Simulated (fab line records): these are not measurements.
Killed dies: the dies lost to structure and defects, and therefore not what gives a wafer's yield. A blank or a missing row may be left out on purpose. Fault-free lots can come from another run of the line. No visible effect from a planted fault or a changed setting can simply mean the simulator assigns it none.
Which tool is to blame? | flow nand-harc | 23 lots, 69 wafers sampled, at 6 steps of a route of 1159

WHAT THE GAUGES SHOWED, per wafer
The record holds no reading of a measuring or inspecting step that can be judged against a usual standard deviation.

WHAT TOOL EACH LOT RAN ON (gives the tool, then ch and the chambers of the sampled wafers, and finally the start)
lot  | NHARC_A_STAIRCASE_ETCH_170                    | NHARC_A_STAIRCASE_ETCH_21                     | NHARC_A_STAIRCASE_ETCH_188                    | NHARC_A_STAIRCASE_TRIM_189                    | NHARC_A_STAIRCASE_ETCH_199                    | NHARC_A_STAIRCASE_TRIM_220
L074 | rie-diel-11 ch 0,1,2, day 11 03:59 or earlier | rie-diel-11 ch 0,1,2, day 11 03:59 or earlier | rie-diel-06 ch 2,3, day 11 03:59 or earlier   | rie-diel-06 ch 0,3, day 11 03:59 or earlier   | rie-diel-11 ch 0,1, day 11 03:59 or earlier   | rie-diel-01 ch 2,3, day 11 03:59
L075 | rie-diel-01 ch 0,1,3, day 11 09:34 or earlier | rie-diel-01 ch 0,2,3, day 11 09:34 or earlier | rie-diel-11 ch 1,2, day 11 09:34 or earlier   | rie-diel-11 ch 0,2, day 11 09:34 or earlier   | rie-diel-01 ch 0,1,2, day 11 09:34 or earlier | rie-diel-11 ch 1,2,3, day 11 09:34
L076 | rie-diel-01 ch 0,1,3, day 11 08:23 or earlier | rie-diel-11 ch 1,2,3, day 11 08:23 or earlier | rie-diel-11 ch 0,1,2, day 11 08:23 or earlier | rie-diel-11 ch 0,3, day 11 08:23 or earlier   | rie-diel-11 ch 1,2,3, day 11 08:23 or earlier | rie-diel-11 ch 0,2,3, day 11 08:23
L078 | rie-diel-11 ch 0,1,3, day 11 15:44 or earlier | rie-diel-11 ch 0,1,3, day 11 15:44 or earlier | rie-diel-11 ch 0,1,2, day 11 15:44 or earlier | rie-diel-11 ch 1,2, day 11 15:44 or earlier   | rie-diel-11 ch 2,3, day 11 15:44 or earlier   | rie-diel-06 ch 0,1,2, day 11 15:44
L077 | rie-diel-01 ch 0,3, day 11 15:55 or earlier   | rie-diel-01 ch 0,1,2, day 11 15:55 or earlier | rie-diel-06 ch 1,2, day 11 15:55 or earlier   | rie-diel-06 ch 0,1, day 11 15:55 or earlier   | rie-diel-06 ch 0,3, day 11 15:55 or earlier   | rie-diel-06 ch 1,2,3, day 11 15:55
L079 | rie-diel-06 ch 0,1,2, day 12 12:49 or earlier | rie-diel-01 ch 1,3, day 12 12:49 or earlier   | rie-diel-01 ch 0,1,3, day 12 12:49 or earlier | rie-diel-01 ch 0,1, day 12 12:49 or earlier   | rie-diel-11 ch 0,3, day 12 12:49 or earlier   | rie-diel-11 ch 0,1,3, day 12 12:49
L080 | rie-diel-06 ch 1,2,3, day 12 11:55 or earlier | rie-diel-11 ch 0,2, day 12 11:55 or earlier   | rie-diel-06 ch 0,3, day 12 11:55 or earlier   | rie-diel-06 ch 0,2,3, day 12 11:55 or earlier | rie-diel-11 ch 1,2,3, day 12 11:55 or earlier | rie-diel-11 ch 1,2,3, day 12 11:55
L083 | rie-diel-11 ch 1,3, day 12 23:26 or earlier   | rie-diel-11 ch 0,1,2, day 12 23:26 or earlier | rie-diel-06 ch 1,2,3, day 12 23:26 or earlier | rie-diel-06 ch 0,2, day 12 23:26 or earlier   | rie-diel-06 ch 0,1, day 12 23:26 or earlier   | rie-diel-06 ch 0,1, day 12 23:26
L082 | rie-diel-01 ch 0,3, day 13 00:59 or earlier   | rie-diel-06 ch 2,3, day 13 00:59 or earlier   | rie-diel-11 ch 1,3, day 13 00:59 or earlier   | rie-diel-11 ch 1,2,3, day 13 00:59 or earlier | rie-diel-01 ch 0,1,3, day 13 00:59 or earlier | rie-diel-11 ch 1,3, day 13 00:59
L081 | rie-diel-01 ch 0,1, day 13 06:02 or earlier   | rie-diel-11 ch 1,2,3, day 13 06:02 or earlier | rie-diel-06 ch 1,3, day 13 06:02 or earlier   | rie-diel-06 ch 0,1,3, day 13 06:02 or earlier | rie-diel-11 ch 1,2, day 13 06:02 or earlier   | rie-diel-06 ch 2,3, day 13 06:02
L084 | rie-diel-06 ch 0,1,2, day 13 20:23 or earlier | rie-diel-06 ch 0,3, day 13 20:23 or earlier   | rie-diel-06 ch 0,1,2, day 13 20:23 or earlier | rie-diel-06 ch 0,1,2, day 13 20:23 or earlier | rie-diel-06 ch 0,3, day 13 20:23 or earlier   | rie-diel-06 ch 1,2,3, day 13 20:23
L085 | rie-diel-06 ch 1,2,3, day 13 20:53 or earlier | rie-diel-11 ch 1,2,3, day 13 20:53 or earlier | rie-diel-01 ch 0,1, day 13 20:53 or earlier   | rie-diel-01 ch 0,3, day 13 20:53 or earlier   | rie-diel-11 ch 0,1,3, day 13 20:53 or earlier | rie-diel-06 ch 0,2,3, day 13 20:53
L086 | rie-diel-01 ch 0,1,3, day 14 08:44 or earlier | rie-diel-06 ch 0,1,3, day 14 08:44 or earlier | rie-diel-11 ch 0,3, day 14 08:44 or earlier   | rie-diel-11 ch 2,3, day 14 08:44 or earlier   | rie-diel-06 ch 1,2,3, day 14 08:44 or earlier | rie-diel-06 ch 1,2, day 14 08:44
L087 | rie-diel-01 ch 0,1,2, day 14 08:23 or earlier | rie-diel-01 ch 1,2,3, day 14 08:23 or earlier | rie-diel-11 ch 0,1,3, day 14 08:23 or earlier | rie-diel-11 ch 0,1,2, day 14 08:23 or earlier | rie-diel-06 ch 0,1,2, day 14 08:23 or earlier | rie-diel-06 ch 1,2,3, day 14 08:23
L088 | rie-diel-06 ch 1,2,3, day 14 23:01 or earlier | rie-diel-11 ch 0,1, day 14 23:01 or earlier   | rie-diel-11 ch 2,3, day 14 23:01 or earlier   | rie-diel-11 ch 2,3, day 14 23:01 or earlier   | rie-diel-06 ch 1,2,3, day 14 23:01 or earlier | rie-diel-01 ch 0,1,2, day 14 23:01
L089 | rie-diel-11 ch 0,1,2, day 14 22:22 or earlier | rie-diel-06 ch 0,1,3, day 14 22:22 or earlier | rie-diel-06 ch 0,1,2, day 14 22:22 or earlier | rie-diel-06 ch 1,3, day 14 22:22 or earlier   | rie-diel-01 ch 2,3, day 14 22:22 or earlier   | rie-diel-11 ch 0,1,3, day 14 22:22
L092 | rie-diel-01 ch 1,2,3, day 15 03:52 or earlier | rie-diel-11 ch 0,2,3, day 15 03:52 or earlier | rie-diel-11 ch 0,1,2, day 15 03:52 or earlier | rie-diel-11 ch 0,2,3, day 15 03:52 or earlier | rie-diel-06 ch 0,2,3, day 15 03:52 or earlier | rie-diel-06 ch 0,2,3, day 15 03:52
L091 | rie-diel-01 ch 1,2, day 15 02:13 or earlier   | rie-diel-06 ch 0,1,3, day 15 02:13 or earlier | rie-diel-06 ch 0,2, day 15 02:13 or earlier   | rie-diel-06 ch 0,3, day 15 02:13 or earlier   | rie-diel-06 ch 0,1,3, day 15 02:13 or earlier | rie-diel-06 ch 0,1,3, day 15 02:13
L093 | rie-diel-01 ch 0,1,2, day 15 11:44 or earlier | rie-diel-01 ch 1,2,3, day 15 11:44 or earlier | rie-diel-06 ch 0,1,3, day 15 11:44 or earlier | rie-diel-06 ch 0,2,3, day 15 11:44 or earlier | rie-diel-06 ch 0,1,3, day 15 11:44 or earlier | rie-diel-06 ch 1,2,3, day 15 11:44
L094 | rie-diel-11 ch 1,3, day 16 01:53 or earlier   | rie-diel-01 ch 1,2,3, day 16 01:53 or earlier | rie-diel-01 ch 0,1,3, day 16 01:53 or earlier | rie-diel-01 ch 0,1,3, day 16 01:53 or earlier | rie-diel-01 ch 0,1,3, day 16 01:53 or earlier | rie-diel-06 ch 0,2, day 16 01:53
L095 | rie-diel-06 ch 0,1,2, day 16 13:20 or earlier | rie-diel-11 ch 1,3, day 16 13:20 or earlier   | rie-diel-06 ch 0,2,3, day 16 13:20 or earlier | rie-diel-06 ch 1,3, day 16 13:20 or earlier   | rie-diel-06 ch 0,1,3, day 16 13:20 or earlier | rie-diel-01 ch 0,2,3, day 16 13:20
L096 | rie-diel-11 ch 0,1,3, day 16 11:14 or earlier | rie-diel-01 ch 0,1,3, day 16 11:14 or earlier | rie-diel-06 ch 0,1,2, day 16 11:14 or earlier | rie-diel-06 ch 1,2,3, day 16 11:14 or earlier | rie-diel-01 ch 0,1,3, day 16 11:14 or earlier | rie-diel-01 ch 1,3, day 16 11:14
L097 | rie-diel-06 ch 0,1,3, day 16 11:51 or earlier | rie-diel-01 ch 0,2,3, day 16 11:51 or earlier | rie-diel-06 ch 0,1,2, day 16 11:51 or earlier | rie-diel-06 ch 0,1,3, day 16 11:51 or earlier | rie-diel-06 ch 0,2,3, day 16 11:51 or earlier | rie-diel-06 ch 0,1,2, day 16 11:51
- NHARC_A_STAIRCASE_ETCH_170: etches the open film in C4F6/O2, target depth 200 nm, time 66.667 s.
- NHARC_A_STAIRCASE_ETCH_21: etches the open film in C4F8/O2, target depth 100 nm, time 40.5 s.
- NHARC_A_STAIRCASE_ETCH_188: etches the open film in C4F8/O2, target depth 100 nm, time 40.5 s.
- NHARC_A_STAIRCASE_TRIM_189: chemistry O2, time 211.2 s.
- NHARC_A_STAIRCASE_ETCH_199: etches the open film in C4F8/O2, target depth 100 nm, time 40.5 s.
- NHARC_A_STAIRCASE_TRIM_220: chemistry O2, time 211.2 s.

WHAT THE TOOLS THEMSELVES READ (means of the sampled wafers that have a number; where no wafer has one, the mark that the record gives instead)
NHARC_A_STAIRCASE_ETCH_170. Usual: drypump-motor-current-A 5.8 A, standard deviation 0.38; o2-flow-sccm 20.00 sccm, standard deviation 0.056; oes-product-au 0.967 a.u., standard deviation 0.016; rf-vpp-V 548 V, standard deviation 3.4; showerhead-plenum-p-Torr 3.96 Torr, standard deviation 0.17; throttle-valve-pct 26.903 %, standard deviation 0.0094.
lot  | tool        | drypump-motor-current-A (A) | o2-flow-sccm (sccm) | oes-product-au (a.u.) | rf-vpp-V (V) | showerhead-plenum-p-Torr (Torr) | throttle-valve-pct (%) | flag
L074 | rie-diel-11 | 5.8                         | 19.99               | 0.980                 | 550          | 4.11                            | 26.899                 |
L075 | rie-diel-01 | 6.1                         | 19.98               | 0.986                 | 546          | 3.89                            | 26.906                 |
L076 | rie-diel-01 | 6.0                         | 20.07               | 0.965                 | 546          | 3.89                            | 26.905                 |
L078 | rie-diel-11 | 5.9                         | 19.99               | 0.972                 | 548          | 3.95                            | 26.906                 |
L077 | rie-diel-01 | 6.0                         | 19.99               | 0.969                 | 548          | 3.96                            | 26.910                 |
L079 | rie-diel-06 | 5.7                         | 19.99               | 0.976                 | 547          | 3.95                            | 26.901                 |
L080 | rie-diel-06 | 5.4                         | 20.03               | 0.974                 | 549          | 4.04                            | 26.908                 |
L083 | rie-diel-11 | 6.2                         | 20.01               | 0.951                 | 546          | 3.90                            | 26.890                 |
L082 | rie-diel-01 | 6.0                         | 19.98               | 0.975                 | 548          | 3.95                            | 26.907                 |
L081 | rie-diel-01 | 6.1                         | 19.91               | 0.953                 | 545          | 3.80                            | 26.898                 |
L084 | rie-diel-06 | 5.7                         | 20.00               | 0.975                 | 548          | 3.95                            | 26.908                 |
L085 | rie-diel-06 | 5.3                         | 20.02               | 0.976                 | 549          | 4.04                            | 26.898                 |
L086 | rie-diel-01 | 6.0                         | 19.94               | 0.968                 | 546          | 3.87                            | 26.909                 |
L087 | rie-diel-01 | 6.0                         | 19.99               | 0.944                 | 545          | 3.83                            | 26.895                 |
L088 | rie-diel-06 | 5.4                         | 19.99               | 0.959                 | 549          | 4.03                            | 26.899                 |
L089 | rie-diel-11 | 5.8                         | 20.01               | 0.969                 | 550          | 4.09                            | 26.896                 |
L092 | rie-diel-01 | 5.8                         | 19.97               | 0.975                 | 548          | 3.96                            | 26.907                 |
L091 | rie-diel-01 | 5.8                         | 19.97               | 0.990                 | 547          | 3.93                            | 26.903                 |
L093 | rie-diel-01 | 6.0                         | 20.04               | 0.983                 | 549          | 4.02                            | 26.906                 |
L094 | rie-diel-11 | 6.0                         | 20.01               | 0.954                 | 544          | 3.80                            | 26.901                 |
L095 | rie-diel-06 | 5.7                         | 20.05               | 0.979                 | 548          | 3.93                            | 26.903                 |
L096 | rie-diel-11 | 5.9                         | 20.01               | 0.936                 | 546          | 3.92                            | 26.891                 |
L097 | rie-diel-06 | 5.7                         | 20.02               | 0.941                 | 549          | 4.01                            | 26.902                 |

NHARC_A_STAIRCASE_ETCH_21. Usual: oes-product-au 0.949 a.u., standard deviation 0.016; rf-vpp-V 898 V, standard deviation 5.7.
lot  | tool        | oes-product-au (a.u.) | rf-vpp-V (V) | flag
L074 | rie-diel-11 | 0.940                 | 902          |
L075 | rie-diel-01 | 0.948                 | 896          |
L076 | rie-diel-11 | 0.948                 | 898          |
L078 | rie-diel-11 | 0.935                 | 897          |
L077 | rie-diel-01 | 0.954                 | 894          |
L079 | rie-diel-01 | 0.920                 | 890          |
L080 | rie-diel-11 | 0.975                 | 904          |
L083 | rie-diel-11 | 0.960                 | 902          |
L082 | rie-diel-06 | 0.971                 | 900          |
L081 | rie-diel-11 | 0.953                 | 897          |
L084 | rie-diel-06 | 0.949                 | 897          |
L085 | rie-diel-11 | 0.941                 | 899          |
L086 | rie-diel-06 | 0.936                 | 900          |
L087 | rie-diel-01 | 0.936                 | 892          |
L088 | rie-diel-11 | 0.961                 | 901          |
L089 | rie-diel-06 | 0.933                 | 899          |
L092 | rie-diel-11 | 0.932                 | 900          |
L091 | rie-diel-06 | 0.945                 | 899          |
L093 | rie-diel-01 | 0.957                 | 897          |
L094 | rie-diel-01 | 0.964                 | 897          |
L095 | rie-diel-11 | 0.929                 | 892          |
L096 | rie-diel-01 | 0.980                 | 900          |
L097 | rie-diel-01 | 0.958                 | 895          |

NHARC_A_STAIRCASE_ETCH_188. Usual: oes-product-au 0.936 a.u., standard deviation 0.011; rf-vpp-V 898 V, standard deviation 5.2.
lot  | tool        | oes-product-au (a.u.) | rf-vpp-V (V) | flag
L074 | rie-diel-06 | 0.926                 | 897          |
L075 | rie-diel-11 | 0.927                 | 903          |
L076 | rie-diel-11 | 0.948                 | 902          |
L078 | rie-diel-11 | 0.946                 | 902          |
L077 | rie-diel-06 | 0.952                 | 897          |
L079 | rie-diel-01 | 0.932                 | 895          |
L080 | rie-diel-06 | 0.940                 | 895          |
L083 | rie-diel-06 | 0.954                 | 900          |
L082 | rie-diel-11 | 0.931                 | 896          |
L081 | rie-diel-06 | 0.943                 | 902          |
L084 | rie-diel-06 | 0.933                 | 897          |
L085 | rie-diel-01 | 0.947                 | 896          |
L086 | rie-diel-11 | 0.934                 | 894          |
L087 | rie-diel-11 | 0.935                 | 896          |
L088 | rie-diel-11 | 0.921                 | 894          |
L089 | rie-diel-06 | 0.930                 | 896          |
L092 | rie-diel-11 | 0.931                 | 902          |
L091 | rie-diel-06 | 0.953                 | 893          |
L093 | rie-diel-06 | 0.942                 | 898          |
L094 | rie-diel-01 | 0.926                 | 900          |
L095 | rie-diel-06 | 0.936                 | 896          |
L096 | rie-diel-06 | 0.921                 | 895          |
L097 | rie-diel-06 | 0.936                 | 896          |

NHARC_A_STAIRCASE_TRIM_189. Usual: drypump-motor-current-A 5.7 A, standard deviation 0.41; o2-flow-sccm 499.9 sccm, standard deviation 1.5; oes-product-au 0.997 a.u., standard deviation 0.0064; rf-vpp-V 57.9 V, standard deviation 0.88; showerhead-plenum-p-Torr 3.57 Torr, standard deviation 0.14; throttle-valve-pct 17.038 %, standard deviation 0.0097.
lot  | tool        | drypump-motor-current-A (A) | o2-flow-sccm (sccm) | oes-product-au (a.u.) | rf-vpp-V (V) | showerhead-plenum-p-Torr (Torr) | throttle-valve-pct (%) | flag
L074 | rie-diel-06 | 6.0                         | 500.7               | 0.988                 | 57.9         | 3.55                            | 17.033                 |
L075 | rie-diel-11 | 5.5                         | 499.7               | 1.007                 | 58.8         | 3.73                            | 17.041                 |
L076 | rie-diel-11 | 5.6                         | 500.5               | 0.997                 | 58.1         | 3.47                            | 17.038                 |
L078 | rie-diel-11 | 5.8                         | 499.4               | 1.002                 | 58.2         | 3.73                            | 17.044                 |
L077 | rie-diel-06 | 5.7                         | 499.9               | 0.996                 | 58.2         | 3.64                            | 17.036                 |
L079 | rie-diel-01 | 6.1                         | 499.6               | 0.994                 | 58.0         | 3.42                            | 17.037                 |
L080 | rie-diel-06 | 5.7                         | 499.6               | 1.003                 | 57.8         | 3.55                            | 17.034                 |
L083 | rie-diel-06 | 5.9                         | 500.5               | 0.997                 | 57.4         | 3.47                            | 17.032                 |
L082 | rie-diel-11 | 5.9                         | 499.1               | 0.997                 | 57.4         | 3.58                            | 17.048                 |
L081 | rie-diel-06 | 5.7                         | 499.4               | 0.997                 | 58.1         | 3.62                            | 17.041                 |
L084 | rie-diel-06 | 5.7                         | 499.2               | 0.995                 | 58.3         | 3.55                            | 17.046                 |
L085 | rie-diel-01 | 6.0                         | 500.8               | 1.007                 | 57.7         | 3.54                            | 17.036                 |
L086 | rie-diel-11 | 5.7                         | 498.0               | 0.996                 | 57.9         | 3.49                            | 17.039                 |
L087 | rie-diel-11 | 5.8                         | 500.3               | 0.996                 | 58.9         | 3.68                            | 17.020                 |
L088 | rie-diel-11 | 5.6                         | 500.1               | 0.998                 | 58.8         | 3.63                            | 17.038                 |
L089 | rie-diel-06 | 5.4                         | 500.9               | 0.994                 | 57.8         | 3.69                            | 17.041                 |
L092 | rie-diel-11 | 5.5                         | 500.5               | 1.001                 | 58.6         | 3.60                            | 17.046                 |
L091 | rie-diel-06 | 6.0                         | 500.7               | 1.000                 | 58.5         | 3.53                            | 17.038                 |
L093 | rie-diel-06 | 5.7                         | 499.7               | 0.993                 | 56.9         | 3.53                            | 17.030                 |
L094 | rie-diel-01 | 6.0                         | 498.8               | 1.000                 | 58.3         | 3.64                            | 17.040                 |
L095 | rie-diel-06 | 5.4                         | 500.9               | 0.996                 | 57.9         | 3.69                            | 17.043                 |
L096 | rie-diel-06 | 5.4                         | 501.7               | 0.996                 | 58.2         | 3.61                            | 17.036                 |
L097 | rie-diel-06 | 5.7                         | 499.4               | 0.992                 | 57.7         | 3.60                            | 17.040                 |

NHARC_A_STAIRCASE_ETCH_199. Usual: oes-product-au 0.942 a.u., standard deviation 0.01; rf-vpp-V 898 V, standard deviation 5.4.
lot  | tool        | oes-product-au (a.u.) | rf-vpp-V (V) | flag
L074 | rie-diel-11 | 0.939                 | 900          |
L075 | rie-diel-01 | 0.938                 | 892          |
L076 | rie-diel-11 | 0.944                 | 899          |
L078 | rie-diel-11 | 0.941                 | 900          |
L077 | rie-diel-06 | 0.952                 | 899          |
L079 | rie-diel-11 | 0.950                 | 893          |
L080 | rie-diel-11 | 0.939                 | 898          |
L083 | rie-diel-06 | 0.937                 | 901          |
L082 | rie-diel-01 | 0.940                 | 894          |
L081 | rie-diel-11 | 0.950                 | 900          |
L084 | rie-diel-06 | 0.921                 | 896          |
L085 | rie-diel-11 | 0.948                 | 896          |
L086 | rie-diel-06 | 0.934                 | 900          |
L087 | rie-diel-06 | 0.941                 | 897          |
L088 | rie-diel-06 | 0.952                 | 900          |
L089 | rie-diel-01 | 0.940                 | 892          |
L092 | rie-diel-06 | 0.949                 | 896          |
L091 | rie-diel-06 | 0.942                 | 899          |
L093 | rie-diel-06 | 0.942                 | 900          |
L094 | rie-diel-01 | 0.945                 | 900          |
L095 | rie-diel-06 | 0.946                 | 899          |
L096 | rie-diel-01 | 0.948                 | 899          |
L097 | rie-diel-06 | 0.932                 | 895          |

NHARC_A_STAIRCASE_TRIM_220. Usual: drypump-motor-current-A 5.7 A, standard deviation 0.4; o2-flow-sccm 499.9 sccm, standard deviation 1.5; oes-product-au 1.000 a.u., standard deviation 0.0073; rf-vpp-V 57.9 V, standard deviation 0.87; showerhead-plenum-p-Torr 3.59 Torr, standard deviation 0.14; throttle-valve-pct 17.036 %, standard deviation 0.009.
lot  | tool        | drypump-motor-current-A (A) | o2-flow-sccm (sccm) | oes-product-au (a.u.) | rf-vpp-V (V) | showerhead-plenum-p-Torr (Torr) | throttle-valve-pct (%) | flag
L074 | rie-diel-01 | 5.8                         | 500.0               | 1.006                 | 58.0         | 3.47                            | 17.031                 |
L075 | rie-diel-11 | 5.9                         | 500.4               | 1.002                 | 57.5         | 3.59                            | 17.041                 |
L076 | rie-diel-11 | 5.6                         | 500.2               | 1.000                 | 57.1         | 3.62                            | 17.032                 |
L078 | rie-diel-06 | 5.7                         | 500.2               | 0.997                 | 58.1         | 3.56                            | 17.038                 |
L077 | rie-diel-06 | 5.4                         | 498.9               | 1.001                 | 58.2         | 3.64                            | 17.037                 |
L079 | rie-diel-11 | 5.9                         | 499.7               | 0.999                 | 58.3         | 3.54                            | 17.036                 |
L080 | rie-diel-11 | 5.9                         | 500.2               | 0.992                 | 58.9         | 3.58                            | 17.035                 |
L083 | rie-diel-06 | 6.0                         | 499.8               | 1.006                 | 58.0         | 3.55                            | 17.045                 |
L082 | rie-diel-11 | 6.0                         | 500.9               | 1.002                 | 58.9         | 3.43                            | 17.038                 |
L081 | rie-diel-06 | 5.3                         | 500.2               | 1.006                 | 58.2         | 3.56                            | 17.034                 |
L084 | rie-diel-06 | 5.4                         | 501.0               | 1.001                 | 58.8         | 3.63                            | 17.034                 |
L085 | rie-diel-06 | 5.7                         | 500.0               | 1.002                 | 57.8         | 3.54                            | 17.031                 |
L086 | rie-diel-06 | 5.4                         | 499.8               | 0.997                 | 57.7         | 3.63                            | 17.041                 |
L087 | rie-diel-06 | 5.3                         | 499.8               | 1.003                 | 58.3         | 3.62                            | 17.034                 |
L088 | rie-diel-01 | 6.0                         | 498.8               | 1.000                 | 58.5         | 3.62                            | 17.041                 |
L089 | rie-diel-11 | 5.9                         | 498.9               | 0.988                 | 58.1         | 3.53                            | 17.043                 |
L092 | rie-diel-06 | 5.7                         | 499.8               | 0.992                 | 57.6         | 3.53                            | 17.025                 |
L091 | rie-diel-06 | 5.7                         | 499.6               | 0.997                 | 57.8         | 3.61                            | 17.041                 |
L093 | rie-diel-06 | 5.4                         | 500.5               | 1.003                 | 57.4         | 3.62                            | 17.040                 |
L094 | rie-diel-06 | 6.0                         | 499.9               | 1.001                 | 58.3         | 3.45                            | 17.037                 |
L095 | rie-diel-01 | 6.0                         | 499.5               | 0.998                 | 57.6         | 3.50                            | 17.026                 |
L096 | rie-diel-01 | 5.9                         | 502.1               | 1.001                 | 57.8         | 3.69                            | 17.033                 |
L097 | rie-diel-06 | 5.7                         | 500.7               | 1.001                 | 57.7         | 3.54                            | 17.040                 |

THE ANSWER, worked out from the rows above alone
Rule: a lot is off if the mean of its wafers that have a number lies more than 3 standard deviations from the usual mean. A lot without any number at a reading at which 4 lots or more have one is off too. Any other lot the step has rows for is counted as sound. After the gauges, taken in route order, come the tools' own readings; for these a lot's mean is taken, as printed above. At the first step where some lot is off, the reading lying furthest off is the one used; lots without a number count as furthest.
Nothing can be told from this: no lot is off at any reading shown.

WHAT THE SIMULATOR PUT IN
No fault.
